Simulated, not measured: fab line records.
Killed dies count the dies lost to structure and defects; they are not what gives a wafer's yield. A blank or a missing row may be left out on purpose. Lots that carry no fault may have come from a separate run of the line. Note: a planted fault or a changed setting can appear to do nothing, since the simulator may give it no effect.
fab line records -- flow nandHarc
record: lots: 14, wafers: 42, lastDay: 33
route steps=1302 shown P_M0@272 P_M1@292 END@1302
lots that met no fault: from a run of the same line without faults
startH: start of the lot's first displayed wafer, in hours after the record's first day -- waitH: hours elapsed since this lot's preceding step -- " repeats the value in the row above -- L1.1+2: one row covering several wafers at once -- - either no value or no given start -- * or withheld: withheld -- < > ~ a bound
route shown NAME@n: a module of which the file shows steps, and the number in the route of the first -- usual: the fault-free wafers' mean and standard deviation -- same: alike in all rows -- chamber/n: place in a boat -- sites: readings site by site -- _std_site: the values' standard deviation -- _edge_site: outer sites' mean less inner sites' -- radiusMm: how far each site lies from the wafer's centre -- mask NAME#n: copy n -- behind: the tool/chamber that last shaped the wafer -- hold: why the lot was held/for how many hours/how that ended -- device: the transistor (n, p or np) that didn't switch -- end of line: the same wafers' tests at the end of the route -- for a step that has no rows: nothing shown but its recipe -- killed: dies that structure and defects cost at the first sort, which is not the same as the wafer's yield -- map: a wafer's dies, x killed, . not, _ none there
set.NAME: setting as actually run; set.NAME@STEP: the setting as run at that earlier step -- model.NAME: the simulator's own value behind a step, which no gauge read
one table for each step of the route and one row for each wafer, over a sample of lots
services: a tool's chamber out of use, with start hour (startH, from the record's first day; less than 0 if before it), hours out, and reason
== steps ==
step: NHARC_P_M0_DEGAS_28
recipe: tempC: 250, timeS: 60
usual: heaterPowerW: 340/35
lot.wafer,tool,chamber,startH,waitH,heaterPowerW
L286.2,pvdSputter-01,-,138.46,-,299
L286.3,pvdSputter-01,-,138.46,-,275
L286.4,pvdSputter-01,-,138.46,-,363
L287.1,pvdSputter-03,-,146.43,-,372
L287.4,pvdSputter-03,-,146.43,-,323
L287.3,pvdSputter-03,-,146.43,-,338
L292.3,pvdSputter-01,-,192.12,-,374
L292.2,pvdSputter-01,-,192.12,-,372
L292.6,pvdSputter-01,-,192.12,-,361
L294.3,pvdSputter-02,-,215.00,-,348
L294.1,pvdSputter-02,-,215.00,-,365
L294.5,pvdSputter-02,-,215.00,-,351
L295.3,pvdSputter-03,-,225.63,-,340
L295.1,pvdSputter-03,-,225.63,-,386
L295.5,pvdSputter-03,-,225.63,-,341
L296.3,pvdSputter-03,-,234.16,-,390
L296.2,pvdSputter-03,-,234.16,-,296
L296.6,pvdSputter-03,-,234.16,-,343
L297.4,pvdSputter-02,-,238.33,-,329
L297.3,pvdSputter-02,-,238.33,-,367
L297.1,pvdSputter-02,-,238.33,-,360
L299.3,pvdSputter-02,-,274.96,-,324
L299.1,pvdSputter-02,-,274.96,-,363
L299.5,pvdSputter-02,-,274.96,-,336
L301.2,pvdSputter-02,-,292.63,-,320
L301.1,pvdSputter-02,-,292.63,-,406
L301.4,pvdSputter-02,-,292.63,-,346
L302.4,pvdSputter-01,-,299.11,-,276
L302.5,pvdSputter-01,-,299.11,-,364
L302.6,pvdSputter-01,-,299.11,-,359
L304.1,pvdSputter-03,-,317.59,-,346
L304.4,pvdSputter-03,-,317.59,-,355
L304.5,pvdSputter-03,-,317.59,-,350
L305.4,pvdSputter-01,-,317.97,-,280
L305.1,pvdSputter-01,-,317.97,-,375
L305.5,pvdSputter-01,-,317.97,-,285
L306.1,pvdSputter-03,-,327.94,-,305
L306.3,pvdSputter-03,-,327.94,-,352
L306.5,pvdSputter-03,-,327.94,-,389
L308.1,pvdSputter-02,-,356.73,-,351
L308.3,pvdSputter-02,-,356.73,-,407
L308.4,pvdSputter-02,-,356.73,-,344
step: NHARC_P_M0_INSPECT_27
usual: rawDefectCount: 306/130
lot.wafer,tool,chamber,startH,waitH,rawDefectCount
L286.2,defectInspect-01,-,140.04,0.0,285
L286.3,defectInspect-01,-,140.04,0.0,440
L286.4,defectInspect-01,-,140.04,0.0,244
L287.1,defectInspect-02,-,148.10,0.0,197
L287.3,defectInspect-02,-,148.10,0.0,162
L287.4,defectInspect-02,-,148.10,0.0,183
L292.2,defectInspect-01,-,193.70,0.0,358
L292.3,defectInspect-01,-,193.70,0.0,165
L292.6,defectInspect-01,-,193.70,0.0,238
L294.1,defectInspect-02,-,216.57,0.0,446
L294.3,defectInspect-02,-,216.57,0.0,409
L294.5,defectInspect-02,-,216.57,0.0,162
L295.1,defectInspect-01,-,227.18,0.0,264
L295.3,defectInspect-01,-,227.18,0.0,369
L295.5,defectInspect-01,-,227.18,0.0,288
L296.2,defectInspect-01,-,235.88,0.0,382
L296.3,defectInspect-01,-,235.88,0.0,253
L296.6,defectInspect-01,-,235.88,0.0,368
L297.1,defectInspect-01,-,239.87,0.0,187
L297.3,defectInspect-01,-,239.87,0.0,185
L297.4,defectInspect-01,-,239.87,0.0,176
L299.1,defectInspect-01,-,276.51,0.0,207
L299.3,defectInspect-01,-,276.51,0.0,328
L299.5,defectInspect-01,-,276.51,0.0,350
L301.1,defectInspect-02,-,294.20,0.0,634
L301.2,defectInspect-02,-,294.20,0.0,339
L301.4,defectInspect-02,-,294.20,0.0,631
L302.4,defectInspect-02,-,300.64,0.0,546
L302.5,defectInspect-02,-,300.64,0.0,665
L302.6,defectInspect-02,-,300.64,0.0,327
L304.1,defectInspect-02,-,319.14,0.0,563
L304.4,defectInspect-02,-,319.14,0.0,280
L304.5,defectInspect-02,-,319.14,0.0,389
L305.1,defectInspect-02,-,319.52,0.0,299
L305.4,defectInspect-02,-,319.52,0.0,170
L305.5,defectInspect-02,-,319.52,0.0,362
L306.1,defectInspect-02,-,329.50,0.0,178
L306.3,defectInspect-02,-,329.50,0.0,318
L306.5,defectInspect-02,-,329.50,0.0,186
L308.1,defectInspect-01,-,358.48,0.0,180
L308.3,defectInspect-01,-,358.48,0.0,179
L308.4,defectInspect-01,-,358.48,0.0,326
step: NHARC_P_M0_PRE_CLEAN_31
recipe: timeS: 12, tempC: 370, rfPowerW: 300, gas: NH3
usual: heaterPowerW: 625/96
lot.wafer,tool,chamber,startH,waitH,heaterPowerW
L286.3,pecvd-02,0,140.11,0.1,461
L286.2,pecvd-02,1,140.11,0.1,550
L286.4,pecvd-02,2,140.11,0.1,761
L287.3,pecvd-02,2,148.17,0.1,721
L287.1,pecvd-02,0,148.17,0.1,481
L287.4,pecvd-02,2,148.17,0.1,716
L292.3,pecvd-01,0,193.77,0.1,508
L292.2,pecvd-01,2,193.77,0.1,689
L292.6,pecvd-01,1,193.77,0.1,726
L294.1,pecvd-02,1,216.65,0.1,509
L294.3,pecvd-02,2,216.65,0.1,748
L294.5,pecvd-02,0,216.65,0.1,488
L295.1,pecvd-01,2,227.27,0.1,712
L295.3,pecvd-01,0,227.27,0.1,522
L295.5,pecvd-01,2,227.27,0.1,721
L296.3,pecvd-04,2,236.18,0.3,562
L296.2,pecvd-04,1,236.18,0.3,531
L296.6,pecvd-04,2,236.18,0.3,552
L297.3,pecvd-01,2,239.95,0.1,653
L297.1,pecvd-01,0,239.95,0.1,508
L297.4,pecvd-01,1,239.95,0.1,731
L299.1,pecvd-01,0,276.58,0.1,544
L299.3,pecvd-01,2,276.58,0.1,702
L299.5,pecvd-01,2,276.58,0.1,716
L301.1,pecvd-04,0,294.28,0.1,641
L301.2,pecvd-04,1,294.28,0.1,516
L301.4,pecvd-04,0,294.28,0.1,663
L302.4,pecvd-01,0,300.74,0.1,452
L302.6,pecvd-01,1,300.74,0.1,713
L302.5,pecvd-01,2,300.74,0.1,643
L304.1,pecvd-04,2,319.23,0.1,563
L304.5,pecvd-04,0,319.23,0.1,732
L304.4,pecvd-04,1,319.23,0.1,566
L305.1,pecvd-02,1,319.61,0.1,504
L305.5,pecvd-02,2,319.61,0.1,777
L305.4,pecvd-02,0,319.61,0.1,506
L306.3,pecvd-04,2,329.57,0.1,594
L306.1,pecvd-04,0,329.57,0.1,803
L306.5,pecvd-04,1,329.57,0.1,566
L308.1,pecvd-01,0,358.56,0.1,608
L308.3,pecvd-01,1,358.56,0.1,705
L308.4,pecvd-01,2,358.56,0.1,666
step: NHARC_P_M1_EXPOSE_06
recipe: na: 1.35, targetCdNm: 130, doseMj: 81.88, maskId: P_M1
usual: exposureDoseMJCm2: 81.84/0.11, focusOffsetNm: 0.0/0.57
lot.wafer,tool,chamber,startH,waitH,mask,exposureDoseMJCm2,focusOffsetNm
L286.2,arfiScanner-01,0,141.30,-,P_M1#0,81.81,0.2
L286.3,arfiScanner-01,0,141.30,-,P_M1#0,81.74,1.2
L286.4,arfiScanner-01,0,141.30,-,P_M1#0,81.85,-0.2
L287.1,arfiScanner-03,0,149.36,-,P_M1#0,81.87,0.2
L287.3,arfiScanner-03,0,149.36,-,P_M1#0,81.85,0.4
L287.4,arfiScanner-03,0,149.36,-,P_M1#0,81.91,-0.3
L292.2,arfiScanner-03,0,194.96,-,P_M1#0,86.23,0.6
L292.3,arfiScanner-03,0,194.96,-,P_M1#0,86.20,0.2
L292.6,arfiScanner-03,0,194.96,-,P_M1#0,86.29,1.3
L294.1,arfiScanner-03,0,217.82,-,P_M1#0,85.27,0.2
L294.3,arfiScanner-03,0,217.82,-,P_M1#0,85.36,-0.1
L294.5,arfiScanner-03,0,217.82,-,P_M1#0,85.37,-0.4
L295.1,arfiScanner-02,0,228.42,-,P_M1#0,81.72,0.1
L295.3,arfiScanner-02,0,228.42,-,P_M1#0,81.80,0.2
L295.5,arfiScanner-02,0,228.42,-,P_M1#0,81.83,0.1
L296.2,arfiScanner-01,0,237.35,-,P_M1#0,81.82,-0.5
L296.3,arfiScanner-01,0,237.35,-,P_M1#0,81.87,-0.2
L296.6,arfiScanner-01,0,237.35,-,P_M1#0,81.82,-0.3
L297.1,arfiScanner-02,0,241.11,-,P_M1#0,81.81,-0.5
L297.3,arfiScanner-02,0,241.11,-,P_M1#0,81.81,1.0
L297.4,arfiScanner-02,0,241.11,-,P_M1#0,81.73,0.5
L299.1,arfiScanner-01,0,277.77,-,P_M1#0,81.89,-0.4
L299.3,arfiScanner-01,0,277.77,-,P_M1#0,81.82,-0.2
L299.5,arfiScanner-01,0,277.77,-,P_M1#0,81.91,1.0
L301.1,arfiScanner-02,0,295.45,-,P_M1#0,81.68,0.6
L301.2,arfiScanner-02,0,295.45,-,P_M1#0,81.72,0.3
L301.4,arfiScanner-02,0,295.45,-,P_M1#0,81.68,0.2
L302.4,arfiScanner-02,0,301.78,-,P_M1#0,81.77,0.3
L302.5,arfiScanner-02,0,301.78,-,P_M1#0,81.62,0.0
L302.6,arfiScanner-02,0,301.78,-,P_M1#0,81.57,1.4
L304.1,arfiScanner-02,0,320.36,-,P_M1#0,81.63,-0.1
L304.4,arfiScanner-02,0,320.36,-,P_M1#0,81.60,-0.3
L304.5,arfiScanner-02,0,320.36,-,P_M1#0,81.55,-0.1
L305.1,arfiScanner-01,0,320.76,-,P_M1#0,81.88,0.4
L305.4,arfiScanner-01,0,320.76,-,P_M1#0,81.82,-0.5
L305.5,arfiScanner-01,0,320.76,-,P_M1#0,81.93,-0.4
L306.1,arfiScanner-01,0,330.63,-,P_M1#0,81.67,-1.7
L306.3,arfiScanner-01,0,330.63,-,P_M1#0,81.83,-0.9
L306.5,arfiScanner-01,0,330.63,-,P_M1#0,81.87,-0.5
L308.1,arfiScanner-01,0,359.73,-,P_M1#0,82.03,1.0
L308.3,arfiScanner-01,0,359.73,-,P_M1#0,81.92,1.1
L308.4,arfiScanner-01,0,359.73,-,P_M1#0,81.96,0.9
step: NHARC_END_SORT_01
recipe: tempC: 25
usual: defectLimitedYield: 89.9/2.9, killedAtArray: 64/20, killedAtOther: 0.7/1.1, killedAtPeriphery: 3.6/2.7, killedDies: 68/20, killedOpen: 2.8/1.9, killedShort: 2.3/1.5
same: grossDies: 677
lot.wafer,tool,chamber,startH,waitH,defectLimitedYield[%],killedAtArray,killedAtOther,killedAtPeriphery,killedDies,killedOpen,killedShort
L292.2,prober-02,0,646.36,2.8,86.1,86,5,3,94,2,3
L292.3,prober-02,0,647.17,3.1,86.7,88,0,2,90,2,0
L292.6,prober-02,0,649.60,4.1,87.6,82,1,1,84,1,1
L294.1,prober-01,0,653.32,2.5,90.3,57,3,6,66,4,3
L294.3,prober-01,0,654.94,3.1,91.0,56,0,5,61,3,0
L294.5,prober-01,0,656.56,3.7,91.4,56,0,2,58,4,2
L295.1,prober-02,0,664.22,2.5,97.5,15,0,2,17,2,1
L295.3,prober-02,0,665.84,3.1,97.5,14,2,1,17,3,2
L295.5,prober-02,0,667.47,3.7,96.6,22,0,1,23,4,2
L297.1,prober-02,0,688.77,2.5,91.6,55,0,2,57,3,2
L297.3,prober-02,0,690.39,3.1,88.9,73,0,2,75,0,1
L297.4,prober-02,0,691.20,3.4,89.7,67,1,2,70,3,1
L296.2,prober-01,0,689.58,2.8,90.3,58,1,7,66,2,1
L296.3,prober-01,0,690.39,3.1,90.0,64,1,3,68,2,1
L296.6,prober-01,0,692.80,4.0,89.2,69,1,3,73,5,3
L301.1,prober-01,0,725.65,2.5,87.1,81,0,6,87,4,0
L301.2,prober-01,0,726.44,2.8,87.4,82,0,3,85,0,2
L301.4,prober-01,0,728.03,3.4,87.0,78,1,9,88,5,1
L308.1,prober-01,0,792.63,2.5,91.1,55,1,4,60,4,3
L308.3,prober-01,0,794.22,3.1,91.6,51,1,5,57,3,4
L308.4,prober-01,0,795.02,3.4,91.7,51,1,4,56,6,1
killed by level:class
L292.2 A_CHANNEL_HOLE_D1:chamberFilmFlake=34 A_SLIT:chamberFilmFlake=27 A_CHANNEL_HOLE_D2:chamberFilmFlake=15 THIN_TSV:chamberFilmFlake=5 A_CONTACT:chamberFilmFlake=4 A_SOURCE_PLATE:geometricParticle:short=2 P_GATE:geometricParticle:open=1 P_CONTACT:geometricParticle:open=1
L292.3 A_CHANNEL_HOLE_D1:chamberFilmFlake=36 A_SLIT:chamberFilmFlake=30 A_CHANNEL_HOLE_D2:chamberFilmFlake=10 A_STAIRCASE:chamberFilmFlake=3 A_CHANNEL_FILL_D1:chamberFilmFlake=2 A_CHANNEL_FILL_D2:chamberFilmFlake=2 A_CONTACT:chamberFilmFlake=2 A_CHANNEL_FILL_D1:geometricParticle:open=1
L292.6 A_CHANNEL_HOLE_D1:chamberFilmFlake=35 A_SLIT:chamberFilmFlake=24 A_CHANNEL_HOLE_D2:chamberFilmFlake=13 A_WL_FILL:chamberFilmFlake=3 A_CONTACT:chamberFilmFlake=3 A_ONON_D1:geometricParticle:short=1 A_CHANNEL_FILL_D1:geometricParticle:open=1 P_STI:chamberFilmFlake=1
L294.1 A_CHANNEL_HOLE_D1:chamberFilmFlake=26 A_CHANNEL_HOLE_D2:chamberFilmFlake=14 A_CONTACT:chamberFilmFlake=4 A_M0:chamberFilmFlake=4 P_BONDPAD:chamberFilmFlake=2 THIN_TSV:chamberFilmFlake=2 A_CHANNEL_FILL_D2:chamberFilmFlake=2 A_SLIT:chamberFilmFlake=2
L294.3 A_CHANNEL_HOLE_D1:chamberFilmFlake=29 A_CHANNEL_HOLE_D2:chamberFilmFlake=14 A_SLIT:chamberFilmFlake=5 P_STI:chamberFilmFlake=3 A_STAIRCASE:chamberFilmFlake=2 A_M0:chamberFilmFlake=2 A_CHANNEL_FILL_D1:geometricParticle:open=1 A_SGD_CUT:geometricParticle:open=1
L294.5 A_CHANNEL_HOLE_D1:chamberFilmFlake=28 A_CHANNEL_HOLE_D2:chamberFilmFlake=14 A_SLIT:chamberFilmFlake=3 A_CONTACT:chamberFilmFlake=3 A_SOURCE_PLATE:geometricParticle:short=1 A_CHANNEL_HOLE_D1:geometricParticle:open=1 A_M0:geometricParticle:short=1 A_BLC:geometricParticle:open=1
L295.1 A_CONTACT:chamberFilmFlake=4 A_SLIT:chamberFilmFlake=3 A_BLC:geometricParticle:open=2 A_CHANNEL_HOLE_D1:chamberFilmFlake=2 A_BONDPAD:chamberFilmFlake=2 A_DECK1_JOINT:geometricParticle:short=1 P_GATE:chamberFilmFlake=1 P_BONDPAD:chamberFilmFlake=1
L295.3 A_CHANNEL_HOLE_D1:chamberFilmFlake=5 A_STAIRCASE:chamberFilmFlake=4 A_M0:geometricParticle:open=2 STARTING-WAFER:geometricParticle:short=2 A_DECK1_JOINT:geometricParticle:open=1 P_BONDPAD:chamberFilmFlake=1 A_CHANNEL_HOLE_D2:chamberFilmFlake=1 A_BONDPAD:chamberFilmFlake=1
L295.5 A_CHANNEL_HOLE_D1:chamberFilmFlake=6 A_CONTACT:chamberFilmFlake=3 A_SLIT:chamberFilmFlake=2 A_STAIRCASE:chamberFilmFlake=2 A_BONDPAD:chamberFilmFlake=2 A_ONON_D2:geometricParticle:open=1 A_CHANNEL_FILL_D2:geometricParticle:short=1 A_WL_FILL:geometricParticle:open=1
L297.1 A_SLIT:chamberFilmFlake=26 A_CHANNEL_HOLE_D2:chamberFilmFlake=15 A_STAIRCASE:chamberFilmFlake=3 A_CONTACT:chamberFilmFlake=2 A_CHANNEL_HOLE_D1:chamberFilmFlake=2 A_ONON_D1:geometricParticle:short=1 A_CHANNEL_HOLE_D1:geometricParticle:short=1 A_ONON_D2:geometricParticle:open=1
L296.2 A_CHANNEL_HOLE_D1:chamberFilmFlake=27 A_CHANNEL_HOLE_D2:chamberFilmFlake=14 A_CONTACT:chamberFilmFlake=4 P_GATE:chamberFilmFlake=3 A_DECK1_JOINT:chamberFilmFlake=3 P_STI:chamberFilmFlake=2 A_STAIRCASE:chamberFilmFlake=2 A_SLIT:chamberFilmFlake=2
L296.3 A_CHANNEL_HOLE_D1:chamberFilmFlake=28 A_CHANNEL_HOLE_D2:chamberFilmFlake=21 A_SLIT:chamberFilmFlake=3 A_CONTACT:chamberFilmFlake=3 P_GATE:chamberFilmFlake=2 A_DECK1_JOINT:chamberFilmFlake=2 A_STAIRCASE:chamberFilmFlake=2 A_ONON_D1:geometricParticle:open=1
L297.3 A_SLIT:chamberFilmFlake=36 A_CHANNEL_HOLE_D2:chamberFilmFlake=21 A_CHANNEL_HOLE_D1:chamberFilmFlake=9 A_STAIRCASE:chamberFilmFlake=3 A_CHANNEL_FILL_D2:geometricParticle:short=1 P_ZERO_WELL:chamberFilmFlake=1 P_GATE:chamberFilmFlake=1 A_DECK1_JOINT:chamberFilmFlake=1
L297.4 A_SLIT:chamberFilmFlake=26 A_CHANNEL_HOLE_D2:chamberFilmFlake=20 A_CHANNEL_HOLE_D1:chamberFilmFlake=6 A_STAIRCASE:chamberFilmFlake=6 A_M1:chamberFilmFlake=3 P_BONDPAD:chamberFilmFlake=2 A_DECK1_JOINT:geometricParticle:short=1 A_WL_FILL:geometricParticle:open=1
L296.6 A_CHANNEL_HOLE_D1:chamberFilmFlake=34 A_CHANNEL_HOLE_D2:chamberFilmFlake=15 A_CONTACT:chamberFilmFlake=5 A_ONON_D1:geometricParticle:open=2 A_WL_FILL:geometricParticle:short=2 P_GATE:chamberFilmFlake=2 A_WL_FILL:chamberFilmFlake=2 P_M0:geometricParticle:open=1
L301.1 A_CHANNEL_HOLE_D1:chamberFilmFlake=39 A_SLIT:chamberFilmFlake=32 A_CONTACT:chamberFilmFlake=4 P_STI:chamberFilmFlake=2 P_GATE:chamberFilmFlake=2 A_STAIRCASE:chamberFilmFlake=2 P_M0:geometricParticle:open=1 A_ONON_D1:geometricParticle:open=1
L301.2 A_CHANNEL_HOLE_D1:chamberFilmFlake=42 A_SLIT:chamberFilmFlake=26 A_CONTACT:chamberFilmFlake=6 A_STAIRCASE:chamberFilmFlake=5 A_ONON_D1:geometricParticle:short=1 A_SGD_CUT:geometricParticle:short=1 P_STI:chamberFilmFlake=1 P_GATE:chamberFilmFlake=1
L301.4 A_CHANNEL_HOLE_D1:chamberFilmFlake=37 A_SLIT:chamberFilmFlake=30 A_CONTACT:chamberFilmFlake=7 P_CONTACT:chamberFilmFlake=5 P_STI:chamberFilmFlake=2 P_M0:geometricParticle:open=1 A_CHANNEL_FILL_D1:geometricParticle:open=1 A_ONON_D2:geometricParticle:open=1
L308.1 A_SLIT:chamberFilmFlake=37 A_CONTACT:chamberFilmFlake=8 P_M2:chamberFilmFlake=4 A_SGD_CUT:geometricParticle:short=2 A_DECK1_JOINT:geometricParticle:open=1 A_CHANNEL_FILL_D2:geometricParticle:open=1 A_SGD_CUT:geometricParticle:open=1 A_WL_FILL:geometricParticle:short=1
L308.3 A_SLIT:chamberFilmFlake=37 A_CONTACT:chamberFilmFlake=5 A_CHANNEL_HOLE_D2:chamberFilmFlake=3 P_M2:chamberFilmFlake=2 P_GATE:geometricParticle:open=1 P_M0:geometricParticle:short=1 P_M1:geometricParticle:short=1 A_ONON_D1:geometricParticle:open=1
L308.4 A_SLIT:chamberFilmFlake=36 P_M2:chamberFilmFlake=3 A_CONTACT:chamberFilmFlake=3 A_M1:geometricParticle:open=2 A_CHANNEL_FILL_D1:chamberFilmFlake=2 P_M1:geometricParticle:open=1 A_ONON_D1:geometricParticle:open=1 A_CHANNEL_FILL_D1:geometricParticle:open=1
== services ==
tool,chamber,startH,hours,kind
arfiScanner-03,-,125.80,0.3,repair
pecvd-01,-,130.00,13.0,pm
arfiScanner-02,-,140.00,4.0,pm
pecvd-04,-,152.62,0.8,repair
pvdSputter-01,-,163.76,1.7,repair
pecvd-01,1,168.87,4.3,repair
pecvd-01,2,171.26,11.4,repair
pecvd-04,-,183.34,3.3,repair
pvdSputter-03,-,191.43,10.0,pm
pecvd-01,-,214.78,0.8,repair
arfiScanner-01,-,218.90,0.9,repair
pvdSputter-01,-,226.08,10.0,pm
pecvd-02,-,227.10,13.0,pm
arfiScanner-01,-,252.00,4.0,pm
pecvd-01,1,253.00,8.1,repair
pecvd-04,2,260.84,4.9,repair
pecvd-04,-,269.01,13.0,pm
pvdSputter-02,-,282.00,10.0,pm
pecvd-04,-,306.62,2.9,repair
arfiScanner-01,-,310.56,1.5,repair
pecvd-01,-,311.00,13.0,pm
arfiScanner-02,-,312.00,4.0,pm
pecvd-01,-,334.63,2.4,repair
pecvd-02,2,347.15,4.2,repair
== key ==
firstSign: step: NHARC_P_M1_EXPOSE_06, reading: exposureDoseMJCm2, direction: up, sigmas: 37, usual: 81.84, struck: 85.78
effect none on later readings
metAt NHARC_P_M1_EXPOSE_06
struckLots L292,L294
loopTrim: step: NHARC_P_M0_EXPOSE_06, setting: dose, lots: L294
loopTrim: step: NHARC_P_M1_EXPOSE_06, setting: dose, lots: L294
notActingAt NHARC_P_M0_DEGAS_28,NHARC_P_M0_INSPECT_27,NHARC_P_M0_PRE_CLEAN_31
onsetBetween 149.36 194.96
earlierFault: kind: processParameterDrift, tool: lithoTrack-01, chamber: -, onsetH: 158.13, steps: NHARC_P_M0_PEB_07, channel: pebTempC, offset: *, shape: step, actsIn: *, stated: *
fault: kind: processParameterDrift, tool: arfiScanner-03, chamber: -, onsetH: 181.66, steps: NHARC_P_M1_EXPOSE_06, channel: doseMj, offset: 4.3595, shape: step, actsIn: theseRecipesOnly, stated: 81.88
loopTrim: a control loop set the setting to another value than it would have without faults
